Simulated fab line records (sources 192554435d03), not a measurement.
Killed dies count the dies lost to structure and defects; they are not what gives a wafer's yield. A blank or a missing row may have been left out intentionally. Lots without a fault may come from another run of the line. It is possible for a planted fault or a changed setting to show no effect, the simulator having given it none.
Split-lot experiment -- flow n5 finfet -- 7 lots, 39 wafers read, on a route of 1938 steps

== THE SPLIT ==
At N5_HKMG_FIN_HK_ALD_01 (deposits HfO2, target thk 1.6 nm, pulse time 3 s, purge time 3 s), the setting ald cycles was moved away from the recipe's 30 on 18 of the 39 wafers read, by -16.7% to -6.7%. This setting was run at the recipe's value on the other wafers.

== FROM THE SPLIT TO THE READING: what the file shows between them, 5 steps ==
- N5_HKMG_FIN_ALD_75: deposits Al2O3, target thk 1 nm, co reactant pulse time 1 s (also split here: target thk a)
- N5_HKMG_FIN_COAT_41: time 60 s, resist thk 300 nm
- N5_HKMG_FIN_COAT_42: time 60 s, resist thk 35 nm
- N5_HKMG_FIN_WET_ETCH_82: etches La2O3 in dHCl, stops on HfO2, target depth 2 nm, rinse time 30 s
- N5_HKMG_FIN_ALD_36: deposits TiN, target thk 1 nm, pulse time 1 s, purge time 3 s

== THE READING ==
HK_THK, in nm, at N5_HKMG_FIN_THK_MEAS_70 (measures by xrf). A value of 1.621 nm with a standard deviation of 0.021 nm is what fault-free wafers of this fab line usually give.

wafer,"tool, chamber at the split",ald cycles as run,against the recipe,"HK_THK, nm",against lot-mates on the recipe
L077.1,"ald hk-02, 2,3,2",30,recipe,1.661,-
L077.5,"ald hk-02, 2,3,2",30,recipe,1.635,-
L077.6,"ald hk-02, 2,3,2",30,recipe,1.643,-
L078.1,"ald hk-03, 2,0,2",30,recipe,1.622,-
L078.2,"ald hk-03, 2,0,2",30,recipe,1.627,-
L078.3,"ald hk-03, 1,3,3",25,-16.7%,1.359,-0.265
L078.4,"ald hk-03, 1,3,3",25,-16.7%,1.340,-0.284
L078.5,"ald hk-03, 1,3,3",25,-16.7%,1.353,-0.271
L078.6,"ald hk-03, 2,0,2",30,recipe,1.623,-
L081.1,"ald hk-03, 1,3,0",26,-13.3%,1.404,-0.243
L081.2,"ald hk-03, 3,2,0",30,recipe,1.660,-
L081.3,"ald hk-03, 3,2,0",30,recipe,1.669,-
L081.4,"ald hk-03, 3,2,0",30,recipe,1.611,-
L081.5,"ald hk-03, 1,3,0",26,-13.3%,1.416,-0.231
L081.6,"ald hk-03, 1,3,0",26,-13.3%,1.405,-0.242
L086.1,"ald hk-02, 1,3,1",26,-13.3%,1.457,-0.152
L086.2,"ald hk-02, 0,2,0",30,recipe,1.597,-
L086.3,"ald hk-02, 0,2,0",30,recipe,1.649,-
L086.4,"ald hk-02, 1,3,1",26,-13.3%,1.391,-0.218
L086.5,"ald hk-02, 1,3,1",26,-13.3%,1.441,-0.168
L086.6,"ald hk-02, 0,2,0",30,recipe,1.582,-
L091.1,"ald hk-03, 2,3,1",28,-6.7%,1.525,-0.117
L091.2,"ald hk-03, 2,3,1",28,-6.7%,1.518,-0.124
L091.3,"ald hk-03, 2,3,1",28,-6.7%,1.505,-0.137
L091.4,"ald hk-03, 0,3,2",30,recipe,1.650,-
L091.5,"ald hk-03, 0,3,2",30,recipe,1.626,-
L091.6,"ald hk-03, 0,3,2",30,recipe,1.651,-
L092.1,"ald hk-01, 0,3,2",30,recipe,1.614,-
L092.2,"ald hk-01, 0,3,2",30,recipe,1.602,-
L092.3,"ald hk-01, 1,1,2",27,-10.0%,1.484,-0.129
L092.4,"ald hk-01, 0,3,2",30,recipe,1.622,-
L092.5,"ald hk-01, 1,1,2",27,-10.0%,1.468,-0.145
L092.6,"ald hk-01, 1,1,2",27,-10.0%,1.462,-0.151
L097.1,"ald hk-01, 0,1,1",25,-16.7%,1.331,-0.282
L097.2,"ald hk-01, 3,2,2",30,recipe,1.628,-
L097.3,"ald hk-01, 3,2,2",30,recipe,1.595,-
L097.4,"ald hk-01, 0,1,1",25,-16.7%,1.326,-0.287
L097.5,"ald hk-01, 0,1,1",25,-16.7%,1.331,-0.282
L097.6,"ald hk-01, 3,2,2",30,recipe,1.616,-
When a row names more than one chamber, that row covers several wafers, and the file does not tell which wafer ran in which chamber.

THE FIT
A straight line over all 39 wafers: HK_THK changes by +0.0166 nm for each +1% of ald cycles; r = +0.98; the points scatter about the line by 0.022 nm.
The same after taking each lot's own level away (the mean of its wafers on the recipe; 39 wafers): +0.0162 nm for each +1%; r = +0.98; scatter 0.022 nm.
On that fit, the largest move of ald cycles shifts the reading by 0.27 nm.
Across the lots, their own levels run from 1.6093 to 1.6467 nm, a range of 1.8 times the standard deviation given above.
Consequently the slope shifts little with the lot-to-lot level, the two slopes agreeing.
Check: -0.271 nm against its lot-mates is what the line predicts for one of the wafers moved furthest among these (-16.7%) when that wafer is left out of the fit. It came out at -0.265 nm against them.

== OTHER SPLITS APPLIED TO THESE WAFERS ==
Other splits were also applied to these wafers ahead of the reading. Each is held against what the fit with the lots' levels taken away leaves over:
other split on the same wafers,wafers away from the commonest value,r with HK_THK (lot level and that fit taken away)
N5_WELL_APT_IMPLANT_31 energy kev,9,+0.13
N5_WELL_APT_EPI_41 time s,18,-0.21
N5_DUMMY_GATE_ETCH_31 target depth a,18,+0.20
N5_HKMG_FIN_ALD_75 target thk a,18,+0.07

== THE FILE'S OWN FIT ==
HK_THK changes by +0.0162 nm for each +1% of ald cycles, r = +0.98.
